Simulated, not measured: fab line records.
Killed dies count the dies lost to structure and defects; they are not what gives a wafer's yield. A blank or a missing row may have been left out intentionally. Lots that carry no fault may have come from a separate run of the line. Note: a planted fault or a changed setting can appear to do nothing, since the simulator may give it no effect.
fab line records    flow n5-finfet    part 1 of 2: steps 1 to 27 of 32
record lots=5  wafers=15  last-day=18
route steps=1938 shown BEOL_M7@1321 BEOL_M8@1332
lots with no fault: from the same line, run without faults
start-h: the number of hours between the record's first day and the start of the first shown wafer of the lot    wait-h: hours from the lot's prior step to this one    " unchanged from the row above    L1.1+2: one row covering several wafers at once    - no value present, or no start provided    * or withheld: withheld    < > ~ a bound
route shown NAME@n: a module of which the file shows steps, and the number in the route of the first    usual: average and standard deviation across the fault-free wafers    same: alike in all rows    chamber/n: place in a boat    sites: the reading at each site    _std_site: the values' standard deviation    _edge_site: inner sites' mean taken away from outer sites' mean    radius-mm: how far each site lies from the wafer's centre    mask NAME#n: copy n    behind: the tool/chamber that last shaped the wafer    hold: what put the lot on hold/how long, in hours/how the hold closed    device: which transistor (n, p or np) failed to switch    end of line: tests run on the same wafers once the route is complete    for a step that has no rows: nothing shown but its recipe    killed: the dies lost at the first sort to structure and to defects; this is not the yield of the wafer    map: shows each die of a wafer: x if killed, . if not, _ if none is there
set.NAME: the setting as run; set.NAME@STEP: as run at that earlier step    model.NAME: the simulator's own value behind a step, which no gauge read
a table for each step, a row for each wafer; lots at some steps of the route
services: from which hour (start-h, from the record's first day; less than 0 if before it) a tool's chamber was out of use, for how many hours, and why
## steps
# step N5_BEOL_M7_SURFACE_TREAT_79
# recipe gas=Ar  time-s=*  ion-energy-ev=*  ion-current-ma-cm2=0.5  pressure-mtorr=*  ar-flow-sccm=30
# usual throttle-valve-pct=*
lot.wafer  tool            chamber  start-h  wait-h  throttle-valve-pct
L079.2     pvd-sputter-02  -        267.76   0.2     *
L079.3     "               -        "        "       *
L079.5     "               -        "        "       *
L083.1     pvd-sputter-01  -        279.12   1.3     *
L083.3     "               -        "        "       *
L083.4     "               -        "        "       *
L084.2     pvd-sputter-02  -        297.02   0.2     *
L084.3     "               -        "        "       *
L084.5     "               -        "        "       *
L086.1     pvd-sputter-01  -        332.03   0.4     *
L086.3     "               -        "        "       *
L086.5     "               -        "        "       *
L092.2     pvd-sputter-02  -        349.42   0.3     *
L092.4     "               -        "        "       *
L092.6     "               -        "        "       *
# step N5_BEOL_M7_CVD_78
# recipe material=Co  target-thk-a=20  temp-c=withheld  precursor=CCTBA/H2  pressure-torr=30  time-s=142.3
lot.wafer   tool       chamber  start-h  wait-h
L079.2+3+5  cvd-co-01  2,1,0    267.87   0.1
L083.1+3+4  cvd-co-02  0,1,2    279.18   0.0
L084.2+3+5  cvd-co-01  0,1,0    297.31   0.3
L086.1+3+5  cvd-co-02  1,0,2    332.18   0.1
L092.2+4+6  cvd-co-01  0,2,0    349.60   0.2
# step N5_BEOL_M7_SPUTTER_48
# recipe material=Cu  target-thk-a=100  temp-c=-20  bias-v=60  power-w=26000  chamber-pressure-pa=0.13  time-s=1.667
# usual chuck-gas-flow-sccm=1.26/0.052  throttle-valve-pct=29.6/0.88
lot.wafer  tool            chamber  start-h  wait-h  chuck-gas-flow-sccm  throttle-valve-pct
L079.2     pvd-sputter-02  -        268.08   0.2     1.25                 30.2
L079.3     "               -        "        "       1.29                 29.4
L079.5     "               -        "        "       1.20                 29.7
L083.1     pvd-sputter-01  -        279.34   0.1     1.26                 28.4
L083.3     "               -        "        "       1.22                 28.8
L083.4     "               -        "        "       1.29                 30.8
L084.2     pvd-sputter-02  -        298.94   1.6     1.31                 28.7
L084.3     "               -        "        "       1.22                 29.5
L084.5     "               -        "        "       1.15                 29.5
L086.1     pvd-sputter-01  -        332.35   0.1     1.33                 30.5
L086.3     "               -        "        "       1.32                 29.0
L086.5     "               -        "        "       1.25                 28.7
L092.2     pvd-sputter-03  -        350.95   1.3     1.27                 28.3
L092.4     "               -        "        "       1.32                 31.1
L092.6     "               -        "        "       1.25                 31.2
# step N5_BEOL_M7_ECD_50
# recipe material=Cu  target-thk-a=3000
lot.wafer   tool       chamber  start-h  wait-h
L079.2+3+5  ecd-cu-02  1,0,0    268.19   0.1
L083.1+3+4  ecd-cu-01  1,1,0    279.46   0.1
L084.2+3+5  ecd-cu-02  0,0,1    299.07   0.1
L086.1+3+5  ecd-cu-02  0,0,1    332.47   0.1
L092.2+4+6  ecd-cu-01  0,0,1    351.07   0.1
# step N5_BEOL_M7_ANNEAL_51
# recipe temp-c=225  time-s=90  ambient=N2
# usual wafer_temp_C_max=225.9/0.32
lot.wafer  tool           chamber  start-h  wait-h  wafer_temp_C_max
L079.2     rtp-anneal-02  0        268.33   0.1     225.9
L079.3     "              0        "        "       226.5
L079.5     "              0        "        "       226.7
L083.1     rtp-anneal-01  0        279.55   0.1     225.8
L083.3     "              0        "        "       226.0
L083.4     "              0        "        "       225.9
L084.2     rtp-anneal-01  0        299.24   0.1     225.7
L084.3     "              0        "        "       225.8
L084.5     "              0        "        "       225.5
L086.1     rtp-anneal-02  0        332.80   0.3     226.0
L086.3     "              0        "        "       226.2
L086.5     "              0        "        "       225.9
L092.2     rtp-anneal-01  0        351.31   0.2     225.8
L092.4     "              0        "        "       225.4
L092.6     "              0        "        "       225.6
# step N5_BEOL_M7_CMP_52
# recipe stop-on=SiCOH_lowk  t-overpolish-s=6.9  down-force-psi=1  platen-rpm=50  clearing-platen-down-force-psi=1.5  clearing-platen-rpm=50  post-cmp-clean=cu-alkaline  target-thk-nm=80  clearing-platen-pad-velocity-m-s=0.99484  pad-velocity-m-s=0.99484
# usual barrier-field-endpoint-s=29.0/0.86  motor-current-A=6.3/0.69  overpolish-run-s=6.899/0.0095  pad-life-wafers=1019/530  slurry-flow-ml-min=150.0/0.45  time-to-endpoint-s=63/3.7
lot.wafer  tool    chamber  start-h  wait-h  barrier-field-endpoint-s  motor-current-A  overpolish-run-s  pad-life-wafers  slurry-flow-ml-min  time-to-endpoint-s
L079.3     cmp-02  1        268.66   0.2     29.7                      5.9              6.894             38               149.1               64
L079.2     "       2        "        "       29.3                      5.2              6.901             39               150.6               59
L079.5     "       3        "        "       28.6                      6.0              6.910             -                150.5               56
L083.1     cmp-02  2        279.95   0.4     30.6                      5.0              6.908             168              150.0               64
L083.3     "       3        "        "       28.2                      6.1              6.900             169              150.0               58
L083.4     "       0        "        "       30.2                      7.5              6.891             170              150.1               63
L084.2     cmp-02  1        299.49   0.2     29.6                      5.9              6.902             288              149.6               64
L084.3     "       3        "        "       28.8                      5.9              6.902             290              149.5               57
L084.5     "       2        "        "       29.7                      5.1              6.883             -                150.3               62
L086.1     cmp-02  3        333.13   0.3     28.1                      6.3              6.891             553              150.4               56
L086.3     "       0        "        "       28.7                      8.0              6.910             554              150.0               60
L086.5     "       3        "        "       27.9                      5.7              6.903             -                150.1               55
L092.4     cmp-03  2        351.56   0.1     28.6                      6.4              6.905             1230             150.0               61
L092.2     "       3        "        "       29.1                      6.4              6.892             1231             149.9               67
L092.6     "       2        "        "       28.6                      6.0              6.881             -                150.8               60
# step N5_BEOL_M7_THK_MEAS_53
# recipe thk-meas-gauge=xrf  reads=Cu_of_BEOL_M7_ECD_50
# usual M7_THK=78.8/2.6
lot.wafer  tool           chamber  start-h  wait-h  M7_THK[nm]
L079.2     film-metro-02  -        268.88   -       75.3
L079.3     "              -        "        "       83.9
L079.5     "              -        "        "       82.9
L083.1     film-metro-02  -        280.24   -       76.2
L083.3     "              -        "        "       81.7
L083.4     "              -        "        "       78.6
L084.2     film-metro-02  -        299.79   -       76.4
L084.3     "              -        "        "       76.0
L084.5     "              -        "        "       79.6
L086.1     film-metro-02  -        333.39   -       75.0
L086.3     "              -        "        "       75.2
L086.5     "              -        "        "       74.8
L092.2     film-metro-01  -        351.85   -       81.2
L092.4     "              -        "        "       74.0
L092.6     "              -        "        "       76.1
# step N5_BEOL_M7_PRE_CLEAN_55
# recipe gas=NH3  time-s=15  temp-c=withheld  rf-power-w=300
lot.wafer   tool      chamber  start-h  wait-h
L079.2+3+5  pecvd-04  0,1,1    268.92   0.0
L083.1+3+4  pecvd-04  1,0,0    280.28   0.0
L084.2+3+5  pecvd-04  1,2,2    299.82   0.0
L086.1+3+5  pecvd-04  0,1,1    333.48   0.1
L092.2+4+6  pecvd-01  0,0,2    351.89   0.0
# step N5_BEOL_M7_DEP_56
# recipe material=SiCN  target-thk-a=100  temp-c=withheld  precursor=3MS/NH3  pressure-torr=3  rf-w=202  time-s=17.5
# usual showerhead-plenum-p-Torr=3.669/0.017  throttle-valve-pct=9.3/0.85
lot.wafer  tool      chamber  start-h  wait-h  showerhead-plenum-p-Torr  throttle-valve-pct
L079.2     pecvd-04  0        268.94   0.0     3.700                     9.4
L079.3     "         1        "        "       3.657                     11.2
L079.5     "         1        "        "       3.672                     11.3
L083.1     pecvd-04  1        280.30   0.0     3.664                     11.4
L083.3     "         0        "        "       3.693                     9.2
L083.4     "         0        "        "       3.676                     9.3
L084.2     pecvd-04  1        299.85   0.0     3.668                     11.1
L084.3     "         2        "        "       3.647                     8.8
L084.5     "         2        "        "       3.636                     8.9
L086.1     pecvd-04  0        333.51   0.0     3.688                     9.3
L086.3     "         1        "        "       3.671                     11.2
L086.5     "         1        "        "       3.669                     11.4
L092.2     pecvd-01  0        351.92   0.0     3.669                     9.5
L092.4     "         0        "        "       3.651                     9.6
L092.6     "         2        "        "       3.663                     8.7
# step N5_BEOL_M7_RS_MEAS_57
# recipe thk-meas-gauge=four-point-probe  reads=Cu_of_BEOL_M7_ECD_50+Co_of_BEOL_M7_CVD_78+TaN_of_BEOL_M7_ALD_77
# usual M7_RS=0.289/0.011
lot.wafer  tool           chamber  start-h  wait-h  M7_RS[ohm/sq]
L079.2     film-metro-02  -        269.01   0.1     0.305
L079.3     "              -        "        "       0.269
L079.5     "              -        "        "       0.273
L083.1     film-metro-02  -        280.37   0.1     0.301
L083.3     "              -        "        "       0.278
L083.4     "              -        "        "       0.291
L084.2     film-metro-01  -        299.92   0.1     0.299
L084.3     "              -        "        "       0.299
L084.5     "              -        "        "       0.285
L086.1     film-metro-01  -        333.58   0.1     0.305
L086.3     "              -        "        "       0.304
L086.5     "              -        "        "       0.307
L092.2     film-metro-01  -        351.99   0.1     0.277
L092.4     "              -        "        "       0.309
L092.6     "              -        "        "       0.302
# step N5_BEOL_M7_INSPECT_58
# recipe inspect-instrument=darkfield  mode=post-dep
# usual raw-defect-count=70/23
lot.wafer  tool               chamber  start-h  wait-h  raw-defect-count
L079.2     defect-inspect-01  -        269.04   0.0     58
L079.3     "                  -        "        "       56
L079.5     "                  -        "        "       52
L083.1     defect-inspect-01  -        280.40   0.0     69
L083.3     "                  -        "        "       71
L083.4     "                  -        "        "       67
L084.2     defect-inspect-01  -        299.95   0.0     72
L084.3     "                  -        "        "       64
L084.5     "                  -        "        "       66
L086.1     defect-inspect-02  -        333.60   0.0     106
L086.3     "                  -        "        "       91
L086.5     "                  -        "        "       94
L092.2     defect-inspect-01  -        352.01   0.0     112
L092.4     "                  -        "        "       94
L092.6     "                  -        "        "       50
# step N5_BEOL_M8_ILD_DEP_00
# recipe material=SiCOH_lowk  target-thk-a=1797.5  temp-c=300  precursor=DEMS/porogen  pressure-torr=5  rf-w=500  time-s=33.4
# usual heater-power-w=365/68  showerhead-plenum-p-Torr=5.743/0.021  throttle-valve-pct=14.5/1.4
lot.wafer  tool      chamber  start-h  wait-h  heater-power-w  showerhead-plenum-p-Torr  throttle-valve-pct
L079.2     pecvd-04  1        269.07   0.0     337             5.738                     17.0
L079.3     "         2        "        "       323             5.725                     13.4
L079.5     "         0        "        "       317             5.758                     14.3
L083.1     pecvd-04  1        280.44   0.0     332             5.748                     17.1
L083.3     "         0        "        "       268             5.757                     14.3
L083.4     "         0        "        "       284             5.767                     14.1
L084.2     pecvd-03  0        299.98   0.0     360             5.752                     16.3
L084.3     "         1        "        "       342             5.745                     13.2
L084.5     "         1        "        "       343             5.760                     13.3
L086.1     pecvd-03  1        333.64   0.0     312             5.758                     13.2
L086.3     "         2        "        "       486             5.723                     14.0
L086.5     "         2        "        "       512             5.729                     13.8
L092.2     pecvd-03  2        352.05   0.0     467             5.718                     13.8
L092.4     "         1        "        "       302             5.758                     13.4
L092.6     "         0        "        "       423             5.766                     16.1
# step N5_BEOL_M8_CURE_74
# recipe temp-c=385  time-s=240  ambient=He/Ar  material=SiCOH_lowk
# usual lamp-power-pct=52.31/0.056  wafer_temp_C_max=386.6/0.62
lot.wafer  tool        chamber  start-h  wait-h  lamp-power-pct  wafer_temp_C_max
L079.2     uv-cure-03  1        269.22   0.1     52.25           386.3
L079.3     "           1        "        "       52.31           386.7
L079.5     "           1        "        "       52.34           386.0
L083.1     uv-cure-02  1        280.50   0.0     52.28           386.7
L083.3     "           1        "        "       52.37           387.0
L083.4     "           1        "        "       52.35           386.4
L084.2     uv-cure-03  1        300.15   0.1     52.34           386.7
L084.3     "           1        "        "       52.30           386.9
L084.5     "           1        "        "       52.24           387.1
L086.1     uv-cure-03  1        333.77   0.1     52.34           386.8
L086.3     "           1        "        "       52.25           386.9
L086.5     "           1        "        "       52.32           386.9
L092.2     uv-cure-03  1        352.42   0.3     52.25           386.3
L092.4     "           1        "        "       52.33           387.0
L092.6     "           1        "        "       52.31           387.4
# step N5_BEOL_M8_THK_MEAS_01
# recipe reads=SiCOH_lowk_of_BEOL_M8_ILD_DEP_00
# usual M8_ILD_THK=156.1/2.5
lot.wafer  tool           chamber  start-h  wait-h  M8_ILD_THK[nm]
L079.2     film-metro-02  -        269.65   0.4     151.0
L079.3     "              -        "        "       158.4
L079.5     "              -        "        "       157.3
L083.1     film-metro-01  -        281.01   0.4     152.4
L083.3     "              -        "        "       153.0
L083.4     "              -        "        "       154.6
L084.2     film-metro-02  -        300.58   0.4     154.3
L084.3     "              -        "        "       157.0
L084.5     "              -        "        "       157.0
L086.1     film-metro-02  -        334.28   0.4     156.6
L086.3     "              -        "        "       158.1
L086.5     "              -        "        "       157.5
L092.2     film-metro-02  -        352.85   0.4     156.5
L092.4     "              -        "        "       157.0
L092.6     "              -        "        "       156.1
# step N5_BEOL_M8_PECVD_70
# recipe material=SiO2  target-thk-a=200  temp-c=400  precursor=TEOS/O2  pressure-torr=5.5  rf-w=450  teos-flow-sccm=53.8  gas=O2  flow-sccm=3000  time-s=22.7
# usual heater-power-w=819/110  showerhead-plenum-p-Torr=8.81/0.08  throttle-valve-pct=22.9/2
lot.wafer  tool      chamber  start-h  wait-h  heater-power-w  showerhead-plenum-p-Torr  throttle-valve-pct
L079.2     pecvd-03  0        269.69   0.0     756             8.85                      26.2
L079.3     "         2        "        "       1076            8.70                      21.9
L079.5     "         0        "        "       761             8.88                      26.2
L083.1     pecvd-04  0        281.05   0.0     764             8.91                      23.0
L083.3     "         1        "        "       727             8.78                      27.5
L083.4     "         1        "        "       723             8.78                      27.6
L084.2     pecvd-03  1        300.62   0.0     678             8.84                      21.2
L084.3     "         1        "        "       700             8.85                      21.7
L084.5     "         1        "        "       688             8.84                      21.4
L086.1     pecvd-04  0        334.32   0.0     688             8.91                      23.0
L086.3     "         1        "        "       747             8.81                      27.3
L086.5     "         1        "        "       732             8.77                      27.4
L092.2     pecvd-03  1        352.89   0.0     736             8.84                      21.3
L092.4     "         1        "        "       727             8.85                      21.5
L092.6     "         0        "        "       888             8.87                      26.0
# step N5_BEOL_M8_HM_DEP_02
# recipe material=TiN  target-thk-a=200  temp-c=25  chamber-pressure-pa=0.49996
# usual throttle-valve-pct=29.6/0.84
lot.wafer  tool            chamber  start-h  wait-h  throttle-valve-pct
L079.2     pvd-sputter-02  -        270.40   0.7     29.5
L079.3     "               -        "        "       29.4
L079.5     "               -        "        "       29.4
L083.1     pvd-sputter-01  -        282.80   1.7     30.3
L083.3     "               -        "        "       30.4
L083.4     "               -        "        "       28.8
L084.2     pvd-sputter-03  -        301.78   1.1     31.3
L084.3     "               -        "        "       29.8
L084.5     "               -        "        "       29.7
L086.1     pvd-sputter-02  -        335.06   0.7     29.4
L086.3     "               -        "        "       30.3
L086.5     "               -        "        "       30.5
L092.2     pvd-sputter-02  -        354.98   2.1     30.6
L092.4     "               -        "        "       29.5
L092.6     "               -        "        "       29.8
# step N5_BEOL_M8_COAT_59
# recipe resist=SOC  temp-c=250  time-s=60  spin-rpm=1500  resist-thk-nm=100
lot.wafer   tool            chamber  start-h  wait-h
L079.2+3+5  litho-track-01  0        270.52   0.1
L083.1+3+4  litho-track-03  0        282.92   0.1
L084.2+3+5  litho-track-01  0        301.91   0.1
L086.1+3+5  litho-track-01  0        335.19   0.1
L092.2+4+6  litho-track-03  0        355.10   0.1
# step N5_BEOL_M8_COAT_60
# recipe resist=SiARC  temp-c=220  time-s=60  spin-rpm=1500  resist-thk-nm=35
lot.wafer   tool            chamber  start-h  wait-h
L079.2+3+5  litho-track-01  0        -        -
L083.1+3+4  litho-track-03  0        -        -
L084.2+3+5  litho-track-01  0        -        -
L086.1+3+5  litho-track-01  0        -        -
L092.2+4+6  litho-track-03  0        -        -
# step N5_BEOL_M8_COAT_05
# recipe resist=CAR-ArF  spin-rpm=1500  resist-thk-nm=90
lot.wafer   tool            chamber  start-h  wait-h
L079.2+3+5  litho-track-01  0        -        -
L083.1+3+4  litho-track-03  0        -        -
L084.2+3+5  litho-track-01  0        -        -
L086.1+3+5  litho-track-01  0        -        -
L092.2+4+6  litho-track-03  0        -        -
# step N5_BEOL_M8_EBR_07
# recipe solvent=PGMEA  ebr-width-mm=1.5
lot.wafer   tool            chamber  start-h  wait-h
L079.2+3+5  litho-track-01  0        -        -
L083.1+3+4  litho-track-03  0        -        -
L084.2+3+5  litho-track-01  0        -        -
L086.1+3+5  litho-track-01  0        -        -
L092.2+4+6  litho-track-03  0        -        -
# step N5_BEOL_M8_SOFTBAKE_06
# recipe temp-c=110  time-s=60  resist=CAR-ArF
lot.wafer   tool            chamber  start-h  wait-h
L079.2+3+5  litho-track-01  0        -        -
L083.1+3+4  litho-track-03  0        -        -
L084.2+3+5  litho-track-01  0        -        -
L086.1+3+5  litho-track-01  0        -        -
L092.2+4+6  litho-track-03  0        -        -
# step N5_BEOL_M8_EXPOSE_08
# recipe mask-id=M8  na=1.35  source-shape=dipole  sigma-inner=0.817  sigma-outer=0.97  polarization=te  dose-mj=68.25
# usual stage-vel-mm-s=499.98/0.22
# same sigma-outer=0.97
lot.wafer  tool             chamber  start-h  wait-h  mask  stage-vel-mm-s
L079.2     arfi-scanner-01  0        270.65   -       M8#0  500.16
L079.3     "                0        "        "       M8#0  500.30
L079.5     "                0        "        "       M8#0  499.49
L083.1     arfi-scanner-01  0        283.04   -       M8#0  499.99
L083.3     "                0        "        "       M8#0  499.85
L083.4     "                0        "        "       M8#0  500.10
L084.2     arfi-scanner-01  0        302.16   -       M8#0  500.25
L084.3     "                0        "        "       M8#0  500.06
L084.5     "                0        "        "       M8#0  500.54
L086.1     arfi-scanner-03  0        335.30   -       M8#0  499.80
L086.3     "                0        "        "       M8#0  500.22
L086.5     "                0        "        "       M8#0  500.12
L092.2     arfi-scanner-02  0        355.23   -       M8#0  499.71
L092.4     "                0        "        "       M8#0  499.69
L092.6     "                0        "        "       M8#0  499.73
# step N5_BEOL_M8_PEB_09
# recipe peb-temp-c=withheld  peb-time-s=60  resist=CAR-ArF
lot.wafer   tool            chamber  start-h  wait-h
L079.2+3+5  litho-track-03  0        270.70   0.0
L083.1+3+4  litho-track-03  0        283.10   0.1
L084.2+3+5  litho-track-02  0        302.21   0.0
L086.1+3+5  litho-track-03  0        335.36   0.1
L092.2+4+6  litho-track-02  0        355.28   0.0
# step N5_BEOL_M8_DEVELOP_10
# recipe develop-time-s=30  developer=TMAH  resist=CAR-ArF  rinse-liquid=diw  dry=air-spin  dev-temp-c=23
lot.wafer   tool            chamber  start-h  wait-h
L079.2+3+5  litho-track-03  0        -        -
L083.1+3+4  litho-track-03  0        -        -
L084.2+3+5  litho-track-02  0        -        -
L086.1+3+5  litho-track-03  0        -        -
L092.2+4+6  litho-track-02  0        -        -
# step N5_BEOL_M8_CD_MEAS_11
# recipe target-cd-nm=38.5  landing-energy-ev=500  detector=se-inlens  polarity=opening
# usual cd-nm=38.3/0.55
lot.wafer  tool       chamber  start-h  wait-h  cd-nm
L079.2     cd-sem-02  0        270.77   -       37.2
L079.3     "          0        "        "       38.4
L079.5     "          0        "        "       38.5
L083.1     cd-sem-01  0        283.17   -       38.3
L083.3     "          0        "        "       37.3
L083.4     "          0        "        "       38.1
L084.2     cd-sem-03  0        302.28   -       39.2
L084.3     "          0        "        "       39.4
L084.5     "          0        "        "       38.8
L086.1     cd-sem-02  0        335.43   -       38.1
L086.3     "          0        "        "       38.1
L086.5     "          0        "        "       38.6
L092.2     cd-sem-03  0        355.36   -       38.0
L092.4     "          0        "        "       39.3
L092.6     "          0        "        "       38.3
# step N5_BEOL_M8_OVL_MEAS_12
# recipe points-per-wafer=44
# usual M8_OVL=-0.3/0.71
lot.wafer  tool        chamber  start-h  wait-h  M8_OVL[nm]
L079.2     overlay-01  0        270.80   0.0     -0.1
L079.3     "           0        "        "       -0.3
L079.5     "           0        "        "       -0.2
L083.1     overlay-01  0        283.20   0.0     0.6
L083.3     "           0        "        "       0.2
L083.4     "           0        "        "       0.4
L084.2     overlay-02  0        302.31   0.0     1.0
L084.3     "           0        "        "       -0.8
L084.5     "           0        "        "       0.7
L086.1     overlay-02  0        335.46   0.0     0.6
L086.3     "           0        "        "       -0.7
L086.5     "           0        "        "       -0.5
L092.2     overlay-02  0        355.41   0.1     0.0
L092.4     "           0        "        "       -1.2
L092.6     "           0        "        "       -1.1
# step N5_BEOL_M8_INSPECT_13
# recipe mode=adi  inspect-instrument=brightfield
# usual raw-defect-count=425/110
lot.wafer  tool               chamber  start-h  wait-h  raw-defect-count
L079.2     defect-inspect-02  -        270.82   0.0     450
L079.3     "                  -        "        "       396
L079.5     "                  -        "        "       322
L083.1     defect-inspect-01  -        283.23   0.0     374
L083.3     "                  -        "        "       400
L083.4     "                  -        "        "       382
L084.2     defect-inspect-02  -        302.33   0.0     495
L084.3     "                  -        "        "       450
L084.5     "                  -        "        "       544
L086.1     defect-inspect-02  -        335.49   0.0     573
L086.3     "                  -        "        "       536
L086.5     "                  -        "        "       426
L092.2     defect-inspect-01  -        355.44   0.0     376
L092.4     "                  -        "        "       367
L092.6     "                  -        "        "       353
